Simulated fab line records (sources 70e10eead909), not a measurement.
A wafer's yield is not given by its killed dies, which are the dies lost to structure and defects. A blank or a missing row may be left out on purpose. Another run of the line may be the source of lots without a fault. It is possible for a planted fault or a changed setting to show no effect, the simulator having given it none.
fab line records / flow nandHarc
[record] lots = 5 wafers = 15 lastDay = 33
route steps=1302 shown P_GATE@198 P_CONTACT@217 END@1302
lots with no fault: from the same line, run without faults
startH: the number of hours between the record's first day and the start of the first shown wafer of the lot / waitH: time in hours since the lot's previous step / " repeats the value in the row above / L1.1+2: a row that stands for several wafers / - no value present, or no start provided / * or withheld: withheld / < > ~ a bound
route shown NAME@n: a module of which the file shows steps, and the number in the route of the first / usual: mean and standard deviation over wafers with no fault / same: alike in all rows / chamber/n: place in a boat / sites: readings site by site / _std_site: the values' standard deviation / _edge_site: the outer-site mean with the inner-site mean subtracted / radiusMm: for every site, how far away it sits from the centre of the wafer / mask NAME#n: copy n / behind: tool/chamber where the wafer was last shaped / hold: why the lot was held/for how many hours/how that ended / device: whichever transistor did not switch (one of n, p or np) / end of line: the same wafers' tests at the end of the route / for a step that has no rows: nothing shown but its recipe / killed: at the first sort, the dies lost to defects and structure; wafer yield is something else / map: dies across one wafer; x = killed, . = not, _ = none there
set.NAME: the run value of the setting; set.NAME@STEP: its run value at that earlier step / model.NAME: the simulator's own value behind a step, which no gauge read
lots seen at some steps along the route; tables by step, rows by wafer
services: a tool's chamber out of use, with start hour (startH, from the record's first day; less than 0 if before it), hours out, and reason
[[steps]]
[step NHARC_P_GATE_PEB_89]
[recipe] pebTempC = 118 pebTimeS = 85
[step NHARC_P_GATE_DEVELOP_90]
[recipe] timeS = 70
[step NHARC_P_GATE_CD_MEAS_91]
[recipe] targetCdNm = 2000 landingEnergyEv = 500
[usual] cdNm = 1998.8/1.6
lot.wafer=L685.1 tool=cdSem-01 chamber=0 startH=149.62 waitH=- cdNm=1997.4
lot.wafer=L685.4 tool=cdSem-01 chamber=0 startH=149.62 waitH=- cdNm=1998.4
lot.wafer=L685.6 tool=cdSem-01 chamber=0 startH=149.62 waitH=- cdNm=1995.9
lot.wafer=L687.2 tool=cdSem-01 chamber=0 startH=171.52 waitH=- cdNm=1997.7
lot.wafer=L687.3 tool=cdSem-01 chamber=0 startH=171.52 waitH=- cdNm=1998.2
lot.wafer=L687.5 tool=cdSem-01 chamber=0 startH=171.52 waitH=- cdNm=2002.3
lot.wafer=L698.1 tool=cdSem-03 chamber=0 startH=278.39 waitH=- cdNm=2000.1
lot.wafer=L698.4 tool=cdSem-03 chamber=0 startH=278.39 waitH=- cdNm=1998.5
lot.wafer=L698.5 tool=cdSem-03 chamber=0 startH=278.39 waitH=- cdNm=1999.6
lot.wafer=L702.1 tool=cdSem-02 chamber=0 startH=320.54 waitH=- cdNm=1999.2
lot.wafer=L702.4 tool=cdSem-02 chamber=0 startH=320.54 waitH=- cdNm=1999.8
lot.wafer=L702.5 tool=cdSem-02 chamber=0 startH=320.54 waitH=- cdNm=2000.2
lot.wafer=L703.1 tool=cdSem-03 chamber=0 startH=333.69 waitH=- cdNm=2000.4
lot.wafer=L703.3 tool=cdSem-03 chamber=0 startH=333.69 waitH=- cdNm=2000.3
lot.wafer=L703.6 tool=cdSem-03 chamber=0 startH=333.69 waitH=- cdNm=1999.7
[step NHARC_P_GATE_HARDBAKE_92]
[recipe] tempC = 125 timeS = 80
[step NHARC_P_GATE_DESCUM_93]
[recipe] timeS = 3 o2FlowSccm = 200 arFlowSccm = 0 biasPowerW = 0 chemistry = O2
[step NHARC_P_GATE_IMPLANT_94]
[recipe] energyKev = 60 doseCm2 = 2e+15 tiltDeg = 7
[step NHARC_P_GATE_STRIP_113]
[recipe] powerW = 1500 tempC = 110 timeS = 740 chemistry = N2/H2
[step NHARC_P_GATE_STRIP_95]
[recipe] powerW = 1500 tempC = 250 chemistry = O2
[usual] drypumpMotorCurrentA = 5.7/0.55 heaterPowerW = 357/37
lot.wafer=L685.1 tool=plasmaAsher-02 chamber=0 startH=150.86 waitH=0.6 drypumpMotorCurrentA=6.2 heaterPowerW=379 rfHoursCounterH=16
lot.wafer=L685.4 tool=plasmaAsher-02 chamber=1 startH=150.86 waitH=0.6 drypumpMotorCurrentA=5.3 heaterPowerW=395 rfHoursCounterH=-
lot.wafer=L685.6 tool=plasmaAsher-02 chamber=0 startH=150.86 waitH=0.6 drypumpMotorCurrentA=6.2 heaterPowerW=378 rfHoursCounterH=-
lot.wafer=L687.2 tool=plasmaAsher-02 chamber=0 startH=172.75 waitH=0.6 drypumpMotorCurrentA=6.2 heaterPowerW=386 rfHoursCounterH=23
lot.wafer=L687.3 tool=plasmaAsher-02 chamber=1 startH=172.75 waitH=0.6 drypumpMotorCurrentA=5.3 heaterPowerW=394 rfHoursCounterH=-
lot.wafer=L687.5 tool=plasmaAsher-02 chamber=1 startH=172.75 waitH=0.6 drypumpMotorCurrentA=5.3 heaterPowerW=395 rfHoursCounterH=-
lot.wafer=L698.1 tool=plasmaAsher-01 chamber=1 startH=279.65 waitH=0.5 drypumpMotorCurrentA=5.1 heaterPowerW=313 rfHoursCounterH=23
lot.wafer=L698.4 tool=plasmaAsher-01 chamber=0 startH=279.65 waitH=0.5 drypumpMotorCurrentA=6.3 heaterPowerW=336 rfHoursCounterH=-
lot.wafer=L698.5 tool=plasmaAsher-01 chamber=0 startH=279.65 waitH=0.5 drypumpMotorCurrentA=6.3 heaterPowerW=334 rfHoursCounterH=-
lot.wafer=L702.1 tool=plasmaAsher-02 chamber=1 startH=321.80 waitH=0.5 drypumpMotorCurrentA=5.3 heaterPowerW=431 rfHoursCounterH=12
lot.wafer=L702.4 tool=plasmaAsher-02 chamber=1 startH=321.80 waitH=0.5 drypumpMotorCurrentA=5.3 heaterPowerW=410 rfHoursCounterH=-
lot.wafer=L702.5 tool=plasmaAsher-02 chamber=0 startH=321.80 waitH=0.5 drypumpMotorCurrentA=6.2 heaterPowerW=369 rfHoursCounterH=-
lot.wafer=L703.1 tool=plasmaAsher-01 chamber=0 startH=334.93 waitH=0.6 drypumpMotorCurrentA=6.3 heaterPowerW=342 rfHoursCounterH=31
lot.wafer=L703.3 tool=plasmaAsher-01 chamber=1 startH=334.93 waitH=0.6 drypumpMotorCurrentA=5.1 heaterPowerW=319 rfHoursCounterH=-
lot.wafer=L703.6 tool=plasmaAsher-01 chamber=0 startH=334.93 waitH=0.6 drypumpMotorCurrentA=6.4 heaterPowerW=346 rfHoursCounterH=-
[step NHARC_P_GATE_STRIP_96]
[recipe] timeS = 900 tempC = 130 chemistry = SPM
[step NHARC_P_GATE_RTA_64]
[recipe] tempC = 1050 timeS = 1
[usual] lampPowerPct = 34.55/0.12 lamp_zone_4_pct = 34.55/0.12 wafer_temp_C_max = 1053.8/0.87
lot.wafer=L685.1 tool=rtpAnneal-02 chamber=0 startH=151.42 waitH=- lampPowerPct=34.52 lamp_zone_4_pct=34.43 wafer_temp_C_max=1054.0
lot.wafer=L685.4 tool=rtpAnneal-02 chamber=0 startH=151.42 waitH=- lampPowerPct=34.42 lamp_zone_4_pct=34.48 wafer_temp_C_max=1055.2
lot.wafer=L685.6 tool=rtpAnneal-02 chamber=0 startH=151.42 waitH=- lampPowerPct=34.44 lamp_zone_4_pct=34.46 wafer_temp_C_max=1053.3
lot.wafer=L687.2 tool=rtpAnneal-02 chamber=0 startH=173.39 waitH=- lampPowerPct=34.39 lamp_zone_4_pct=34.33 wafer_temp_C_max=1054.1
lot.wafer=L687.3 tool=rtpAnneal-02 chamber=0 startH=173.39 waitH=- lampPowerPct=34.36 lamp_zone_4_pct=34.38 wafer_temp_C_max=1053.9
lot.wafer=L687.5 tool=rtpAnneal-02 chamber=0 startH=173.39 waitH=- lampPowerPct=34.39 lamp_zone_4_pct=34.40 wafer_temp_C_max=1054.4
lot.wafer=L698.1 tool=rtpAnneal-02 chamber=0 startH=280.21 waitH=- lampPowerPct=34.41 lamp_zone_4_pct=34.45 wafer_temp_C_max=1053.8
lot.wafer=L698.4 tool=rtpAnneal-02 chamber=0 startH=280.21 waitH=- lampPowerPct=34.41 lamp_zone_4_pct=34.49 wafer_temp_C_max=1054.3
lot.wafer=L698.5 tool=rtpAnneal-02 chamber=0 startH=280.21 waitH=- lampPowerPct=34.47 lamp_zone_4_pct=34.51 wafer_temp_C_max=1054.0
lot.wafer=L702.1 tool=rtpAnneal-01 chamber=0 startH=322.35 waitH=- lampPowerPct=34.65 lamp_zone_4_pct=34.66 wafer_temp_C_max=1055.2
lot.wafer=L702.4 tool=rtpAnneal-01 chamber=0 startH=322.35 waitH=- lampPowerPct=34.69 lamp_zone_4_pct=34.68 wafer_temp_C_max=1053.4
lot.wafer=L702.5 tool=rtpAnneal-01 chamber=0 startH=322.35 waitH=- lampPowerPct=34.71 lamp_zone_4_pct=34.73 wafer_temp_C_max=1053.5
lot.wafer=L703.1 tool=rtpAnneal-01 chamber=0 startH=335.50 waitH=- lampPowerPct=34.63 lamp_zone_4_pct=34.64 wafer_temp_C_max=1052.8
lot.wafer=L703.3 tool=rtpAnneal-01 chamber=0 startH=335.50 waitH=- lampPowerPct=34.67 lamp_zone_4_pct=34.67 wafer_temp_C_max=1053.0
lot.wafer=L703.6 tool=rtpAnneal-01 chamber=0 startH=335.50 waitH=- lampPowerPct=34.70 lamp_zone_4_pct=34.68 wafer_temp_C_max=1052.2
[step NHARC_P_GATE_ETCH_77]
[recipe] targetDepthA = 60 chemistry = dHF material = SiO2
[step NHARC_P_GATE_DEGAS_109]
[recipe] tempC = 300 timeS = 60
[usual] heaterPowerW = 439/35
lot.wafer=L685.4 tool=pvdSputter-03 chamber=- startH=151.73 waitH=0.1 heaterPowerW=410
lot.wafer=L685.1 tool=pvdSputter-03 chamber=- startH=151.73 waitH=0.1 heaterPowerW=492
lot.wafer=L685.6 tool=pvdSputter-03 chamber=- startH=151.73 waitH=0.1 heaterPowerW=399
lot.wafer=L687.2 tool=pvdSputter-02 chamber=- startH=173.67 waitH=0.1 heaterPowerW=430
lot.wafer=L687.3 tool=pvdSputter-02 chamber=- startH=173.67 waitH=0.1 heaterPowerW=467
lot.wafer=L687.5 tool=pvdSputter-02 chamber=- startH=173.67 waitH=0.1 heaterPowerW=420
lot.wafer=L698.1 tool=pvdSputter-03 chamber=- startH=280.52 waitH=0.1 heaterPowerW=424
lot.wafer=L698.4 tool=pvdSputter-03 chamber=- startH=280.52 waitH=0.1 heaterPowerW=424
lot.wafer=L698.5 tool=pvdSputter-03 chamber=- startH=280.52 waitH=0.1 heaterPowerW=480
lot.wafer=L702.1 tool=pvdSputter-02 chamber=- startH=322.65 waitH=0.1 heaterPowerW=479
lot.wafer=L702.4 tool=pvdSputter-02 chamber=- startH=322.65 waitH=0.1 heaterPowerW=465
lot.wafer=L702.5 tool=pvdSputter-02 chamber=- startH=322.65 waitH=0.1 heaterPowerW=463
lot.wafer=L703.1 tool=pvdSputter-01 chamber=- startH=335.81 waitH=0.1 heaterPowerW=368
lot.wafer=L703.3 tool=pvdSputter-01 chamber=- startH=335.81 waitH=0.1 heaterPowerW=456
lot.wafer=L703.6 tool=pvdSputter-01 chamber=- startH=335.81 waitH=0.1 heaterPowerW=371
[step NHARC_P_GATE_PRE_CLEAN_110]
[recipe] timeS = 30 biasV = 200 gas = Ar
lot.wafer=L685.4+1+6 tool=pvdSputter-03 chamber=- startH=151.78 waitH=-
lot.wafer=L687.3+2+5 tool=pvdSputter-02 chamber=- startH=173.72 waitH=-
lot.wafer=L698.4+1+5 tool=pvdSputter-03 chamber=- startH=280.56 waitH=-
lot.wafer=L702.1+4+5 tool=pvdSputter-02 chamber=- startH=322.71 waitH=-
lot.wafer=L703.3+1+6 tool=pvdSputter-01 chamber=- startH=335.86 waitH=-
[step NHARC_P_GATE_SPUTTER_78]
[recipe] targetThkA = 100 material = Ni
[step NHARC_P_GATE_SPUTTER_79]
[recipe] targetThkA = 100 material = TiN
[step NHARC_P_GATE_RTA_80]
[recipe] tempC = 300 timeS = 30
[usual] lampPowerPct = 2.061/0.0064 lamp_zone_4_pct = 2.061/0.0066 wafer_temp_C_max = 301.03/0.27
lot.wafer=L685.1 tool=rtpAnneal-01 chamber=0 startH=152.02 waitH=- lampPowerPct=2.064 lamp_zone_4_pct=2.063 wafer_temp_C_max=300.94
lot.wafer=L685.4 tool=rtpAnneal-01 chamber=0 startH=152.02 waitH=- lampPowerPct=2.062 lamp_zone_4_pct=2.063 wafer_temp_C_max=300.78
lot.wafer=L685.6 tool=rtpAnneal-01 chamber=0 startH=152.02 waitH=- lampPowerPct=2.066 lamp_zone_4_pct=2.063 wafer_temp_C_max=301.26
lot.wafer=L687.2 tool=rtpAnneal-01 chamber=0 startH=174.03 waitH=- lampPowerPct=2.062 lamp_zone_4_pct=2.064 wafer_temp_C_max=300.64
lot.wafer=L687.3 tool=rtpAnneal-01 chamber=0 startH=174.03 waitH=- lampPowerPct=2.064 lamp_zone_4_pct=2.062 wafer_temp_C_max=301.39
lot.wafer=L687.5 tool=rtpAnneal-01 chamber=0 startH=174.03 waitH=- lampPowerPct=2.065 lamp_zone_4_pct=2.063 wafer_temp_C_max=301.42
lot.wafer=L698.1 tool=rtpAnneal-02 chamber=0 startH=280.81 waitH=- lampPowerPct=2.054 lamp_zone_4_pct=2.056 wafer_temp_C_max=301.21
lot.wafer=L698.4 tool=rtpAnneal-02 chamber=0 startH=280.81 waitH=- lampPowerPct=2.055 lamp_zone_4_pct=2.056 wafer_temp_C_max=300.44
lot.wafer=L698.5 tool=rtpAnneal-02 chamber=0 startH=280.81 waitH=- lampPowerPct=2.056 lamp_zone_4_pct=2.057 wafer_temp_C_max=301.05
lot.wafer=L702.1 tool=rtpAnneal-02 chamber=0 startH=322.95 waitH=- lampPowerPct=2.053 lamp_zone_4_pct=2.052 wafer_temp_C_max=300.78
lot.wafer=L702.4 tool=rtpAnneal-02 chamber=0 startH=322.95 waitH=- lampPowerPct=2.049 lamp_zone_4_pct=2.049 wafer_temp_C_max=301.16
lot.wafer=L702.5 tool=rtpAnneal-02 chamber=0 startH=322.95 waitH=- lampPowerPct=2.051 lamp_zone_4_pct=2.050 wafer_temp_C_max=301.12
lot.wafer=L703.1 tool=rtpAnneal-02 chamber=0 startH=336.10 waitH=- lampPowerPct=2.051 lamp_zone_4_pct=2.048 wafer_temp_C_max=301.49
lot.wafer=L703.3 tool=rtpAnneal-02 chamber=0 startH=336.10 waitH=- lampPowerPct=2.050 lamp_zone_4_pct=2.050 wafer_temp_C_max=301.35
lot.wafer=L703.6 tool=rtpAnneal-02 chamber=0 startH=336.10 waitH=- lampPowerPct=2.049 lamp_zone_4_pct=2.050 wafer_temp_C_max=301.55
[step NHARC_P_GATE_STRIP_67]
[recipe] timeS = 600 tempC = 130 chemistry = SPM
[step NHARC_P_GATE_RTA_82]
[recipe] tempC = 450 timeS = 30
[usual] lampPowerPct = 4.044/0.013 lamp_zone_4_pct = 4.044/0.013 wafer_temp_C_max = 451.6/0.44
lot.wafer=L685.1 tool=rtpAnneal-02 chamber=0 startH=152.48 waitH=- lampPowerPct=4.030 lamp_zone_4_pct=4.036 wafer_temp_C_max=453.0
lot.wafer=L685.4 tool=rtpAnneal-02 chamber=0 startH=152.48 waitH=- lampPowerPct=4.031 lamp_zone_4_pct=4.033 wafer_temp_C_max=452.6
lot.wafer=L685.6 tool=rtpAnneal-02 chamber=0 startH=152.48 waitH=- lampPowerPct=4.024 lamp_zone_4_pct=4.035 wafer_temp_C_max=452.4
lot.wafer=L687.2 tool=rtpAnneal-02 chamber=0 startH=174.49 waitH=- lampPowerPct=4.034 lamp_zone_4_pct=4.035 wafer_temp_C_max=452.5
lot.wafer=L687.3 tool=rtpAnneal-02 chamber=0 startH=174.49 waitH=- lampPowerPct=4.036 lamp_zone_4_pct=4.036 wafer_temp_C_max=451.5
lot.wafer=L687.5 tool=rtpAnneal-02 chamber=0 startH=174.49 waitH=- lampPowerPct=4.034 lamp_zone_4_pct=4.034 wafer_temp_C_max=451.6
lot.wafer=L698.1 tool=rtpAnneal-01 chamber=0 startH=281.27 waitH=- lampPowerPct=4.068 lamp_zone_4_pct=4.060 wafer_temp_C_max=451.2
lot.wafer=L698.4 tool=rtpAnneal-01 chamber=0 startH=281.27 waitH=- lampPowerPct=4.058 lamp_zone_4_pct=4.061 wafer_temp_C_max=451.1
lot.wafer=L698.5 tool=rtpAnneal-01 chamber=0 startH=281.27 waitH=- lampPowerPct=4.062 lamp_zone_4_pct=4.060 wafer_temp_C_max=451.5
lot.wafer=L702.1 tool=rtpAnneal-02 chamber=0 startH=323.41 waitH=- lampPowerPct=4.035 lamp_zone_4_pct=4.038 wafer_temp_C_max=451.5
lot.wafer=L702.4 tool=rtpAnneal-02 chamber=0 startH=323.41 waitH=- lampPowerPct=4.030 lamp_zone_4_pct=4.036 wafer_temp_C_max=452.6
lot.wafer=L702.5 tool=rtpAnneal-02 chamber=0 startH=323.41 waitH=- lampPowerPct=4.033 lamp_zone_4_pct=4.034 wafer_temp_C_max=451.0
lot.wafer=L703.1 tool=rtpAnneal-01 chamber=0 startH=336.57 waitH=- lampPowerPct=4.060 lamp_zone_4_pct=4.060 wafer_temp_C_max=450.9
lot.wafer=L703.3 tool=rtpAnneal-01 chamber=0 startH=336.57 waitH=- lampPowerPct=4.055 lamp_zone_4_pct=4.057 wafer_temp_C_max=451.5
lot.wafer=L703.6 tool=rtpAnneal-01 chamber=0 startH=336.57 waitH=- lampPowerPct=4.056 lamp_zone_4_pct=4.053 wafer_temp_C_max=451.0
[step NHARC_P_GATE_INSPECT_68]
[usual] rawDefectCount = 223/95
lot.wafer=L685.1 tool=defectInspect-02 chamber=- startH=152.68 waitH=0.2 rawDefectCount=222
lot.wafer=L685.4 tool=defectInspect-02 chamber=- startH=152.68 waitH=0.2 rawDefectCount=140
lot.wafer=L685.6 tool=defectInspect-02 chamber=- startH=152.68 waitH=0.2 rawDefectCount=104
lot.wafer=L687.2 tool=defectInspect-02 chamber=- startH=174.66 waitH=0.1 rawDefectCount=164
lot.wafer=L687.3 tool=defectInspect-02 chamber=- startH=174.66 waitH=0.1 rawDefectCount=131
lot.wafer=L687.5 tool=defectInspect-02 chamber=- startH=174.66 waitH=0.1 rawDefectCount=152
lot.wafer=L698.1 tool=defectInspect-01 chamber=- startH=281.47 waitH=0.2 rawDefectCount=321
lot.wafer=L698.4 tool=defectInspect-01 chamber=- startH=281.47 waitH=0.2 rawDefectCount=731
lot.wafer=L698.5 tool=defectInspect-01 chamber=- startH=281.47 waitH=0.2 rawDefectCount=741
lot.wafer=L702.1 tool=defectInspect-02 chamber=- startH=323.60 waitH=0.2 rawDefectCount=204
lot.wafer=L702.4 tool=defectInspect-02 chamber=- startH=323.60 waitH=0.2 rawDefectCount=264
lot.wafer=L702.5 tool=defectInspect-02 chamber=- startH=323.60 waitH=0.2 rawDefectCount=285
lot.wafer=L703.1 tool=defectInspect-02 chamber=- startH=336.76 waitH=0.2 rawDefectCount=125
lot.wafer=L703.3 tool=defectInspect-02 chamber=- startH=336.76 waitH=0.2 rawDefectCount=229
lot.wafer=L703.6 tool=defectInspect-02 chamber=- startH=336.76 waitH=0.2 rawDefectCount=185
[step NHARC_P_CONTACT_DEP_30]
[recipe] targetThkA = 300 tempC = 400 targetThkNm = 30 flowSccm = 200 rfW = 450 material = SiNx
[step NHARC_END_SORT_01]
[recipe] tempC = 25
[usual] killedAtArray = 58/18 killedAtOther = 1.0/1.5 killedAtPeriphery = 4/3.1 killedDies = 64/18 killedOpen = 3.4/1.9 killedShort = 2.7/1.7
[same] grossDies = 677
lot.wafer=L687.2 tool=prober-01 chamber=0 startH=629.67 waitH=2.8 killedAtArray=82 killedAtOther=0 killedAtPeriphery=2 killedDies=84 killedOpen=2 killedShort=1
lot.wafer=L687.3 tool=prober-01 chamber=0 startH=630.48 waitH=3.1 killedAtArray=79 killedAtOther=0 killedAtPeriphery=1 killedDies=80 killedOpen=3 killedShort=2
lot.wafer=L687.5 tool=prober-01 chamber=0 startH=632.08 waitH=3.7 killedAtArray=91 killedAtOther=0 killedAtPeriphery=2 killedDies=93 killedOpen=3 killedShort=2
lot.wafer=L698.4 tool=prober-02 chamber=0 startH=731.31 waitH=3.4 killedAtArray=70 killedAtOther=0 killedAtPeriphery=53 killedDies=123 killedOpen=4 killedShort=2
lot.wafer=L698.5 tool=prober-02 chamber=0 startH=732.11 waitH=3.7 killedAtArray=65 killedAtOther=0 killedAtPeriphery=53 killedDies=118 killedOpen=4 killedShort=4
// killed by level:class
L687.2 A_CHANNEL_HOLE_D2:chamberFilmFlake=27 A_CHANNEL_HOLE_D1:chamberFilmFlake=24 A_SLIT:chamberFilmFlake=21 A_CONTACT:chamberFilmFlake=5 A_CHANNEL_FILL_D1:chamberFilmFlake=2 P_CONTACT:geometricParticle:short=1 A_CHANNEL_HOLE_D2:geometricParticle:open=1 A_CONTACT:geometricParticle:open=1
L687.3 A_SLIT:chamberFilmFlake=23 A_CHANNEL_HOLE_D1:chamberFilmFlake=20 A_CHANNEL_HOLE_D2:chamberFilmFlake=20 A_CONTACT:chamberFilmFlake=6 A_CHANNEL_FILL_D1:chamberFilmFlake=2 A_DECK1_JOINT:geometricParticle:short=1 A_DECK1_JOINT:geometricParticle:open=1 A_CHANNEL_HOLE_D2:geometricParticle:open=1
L687.5 A_CHANNEL_HOLE_D1:chamberFilmFlake=32 A_CHANNEL_HOLE_D2:chamberFilmFlake=25 A_SLIT:chamberFilmFlake=18 A_CONTACT:chamberFilmFlake=9 A_CHANNEL_FILL_D1:geometricParticle:open=2 A_CHANNEL_FILL_D1:chamberFilmFlake=2 P_CONTACT:geometricParticle:short=1 A_CHANNEL_HOLE_D2:geometricParticle:open=1
L698.4 P_GATE:unspecified=49 A_SLIT:chamberFilmFlake=31 A_CHANNEL_HOLE_D2:chamberFilmFlake=11 A_CONTACT:chamberFilmFlake=10 A_CHANNEL_HOLE_D1:chamberFilmFlake=6 A_M0:geometricParticle:open=3 A_CHANNEL_FILL_D1:chamberFilmFlake=3 A_STAIRCASE:chamberFilmFlake=3
L698.5 P_GATE:unspecified=49 A_SLIT:chamberFilmFlake=18 A_CHANNEL_HOLE_D2:chamberFilmFlake=16 A_CONTACT:chamberFilmFlake=8 A_CHANNEL_HOLE_D1:chamberFilmFlake=7 A_STAIRCASE:chamberFilmFlake=7 P_ZERO_WELL:chamberFilmFlake=2 P_M0:geometricParticle:short=1
// map L698.4 (x killed, . not)
____________.____________
_________......._________
_______..........._______
______x...x..x.....______
_____..............._____
____.................____
____......x..........____
___...................___
___....x..........x...___
__..x..................__
__.....................__
_...................x..._
_x.x..........x....x...._
_xxx..............x..x.._
_xxxx...x..............._
_xxxxx..............xx.._
xxxx...x......x..........
xxxxx............x.......
xxxxxx...............x..x
xxxxx..................x.
xxxxx....x...............
_xxxx.....x............._
_xxx....xxx............._
_x.x..x.xx.xx..........._
_x....x.xxxx.........x.._
_......xxx.xxxx........._
__....x..xxx...........__
__.....xxxxx...........__
___....xxxxxxx........___
___.....xxx...........___
____.xx.x.x..........____
____x...x.x..........____
_____x.............._____
______.x...........______
_______..x........_______
_________x......_________
____________.____________
// map L685.6 (x killed, . not)
____________.____________
_________......._________
_______..........._______
______xx...........______
_____..........x...._____
____.x...............____
____.................____
___...................___
___...................___
__.....................__
__........x.x..........__
_.........x............._
_......................._
_...................x..._
_..........x........x..._
_......................._
.........................
.........................
.................x.......
.......x...........x.x...
.........................
_.........x............._
_.........xx............_
_.....x...x............._
_........x.x............_
_.......xxxx.x.......x.._
__......xxxx...........__
__......xx.x...........__
___.....xxxxx.........___
___.......x...........___
____...........x.....____
____..........x......____
_____.....x........._____
______.............______
_______..........._______
_________......._________
____________.____________
[[services]]
tool=pvdSputter-02 chamber=- startH=138.97 hours=1.7 kind=repair
tool=plasmaAsher-01 chamber=- startH=156.53 hours=3.6 kind=repair
tool=plasmaAsher-01 chamber=- startH=165.00 hours=9.0 kind=pm
tool=plasmaAsher-01 chamber=0 startH=165.00 hours=9.0 kind=ventCycle
tool=plasmaAsher-01 chamber=1 startH=165.00 hours=9.0 kind=ventCycle
tool=pvdSputter-03 chamber=- startH=170.00 hours=10.0 kind=pm
tool=pvdSputter-01 chamber=- startH=170.39 hours=7.5 kind=repair
tool=plasmaAsher-01 chamber=0 startH=174.00 hours=- kind=clean
tool=plasmaAsher-01 chamber=1 startH=174.00 hours=- kind=clean
tool=pvdSputter-01 chamber=- startH=226.02 hours=10.0 kind=pm
tool=pvdSputter-02 chamber=- startH=237.16 hours=14.7 kind=repair
tool=plasmaAsher-02 chamber=- startH=249.05 hours=9.0 kind=pm
tool=plasmaAsher-02 chamber=0 startH=249.05 hours=9.0 kind=ventCycle
tool=plasmaAsher-02 chamber=1 startH=249.05 hours=9.0 kind=ventCycle
tool=plasmaAsher-02 chamber=0 startH=258.05 hours=- kind=clean
tool=plasmaAsher-02 chamber=1 startH=258.05 hours=- kind=clean
tool=pvdSputter-02 chamber=- startH=282.00 hours=10.0 kind=pm
tool=pvdSputter-03 chamber=- startH=304.34 hours=2.8 kind=repair
tool=pvdSputter-02 chamber=- startH=332.00 hours=7.5 kind=repair
[[key]]
[firstSign] step = NHARC_P_GATE_INSPECT_68 reading = rawDefectCount direction = up sigmas = 5.4 usual = 223 struck = 736
[effect] step = NHARC_END_SORT_01 reading = killedAtPeriphery direction = up sigmas = 16 usual = 4 struck = 53
[moreKillsBornAt] NHARC_P_GATE_PRE_CLEAN_110@pvdSputter-03 = 98
metAt NHARC_P_GATE_PRE_CLEAN_110
struckWafers L698.4,L698.5
testerLeftOut L698
onsetBetween 151.78 280.56
[fault] kind = chamberParticleSource tool = pvdSputter-03 chamber = - onsetH = 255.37 steps = NHARC_P_GATE_PRE_CLEAN_110 ratePerVisitCm2 = 0.70701 endH = 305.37 scope = struckWafersOnly
// testerLeftOut: of these lots the tester's yield and bins aren't shown, on N5 and GAA mostly nor the transistor test; their killed dies are dies lost to structure and defects alone, not to doping, threshold or leakage, so they don't give the yield
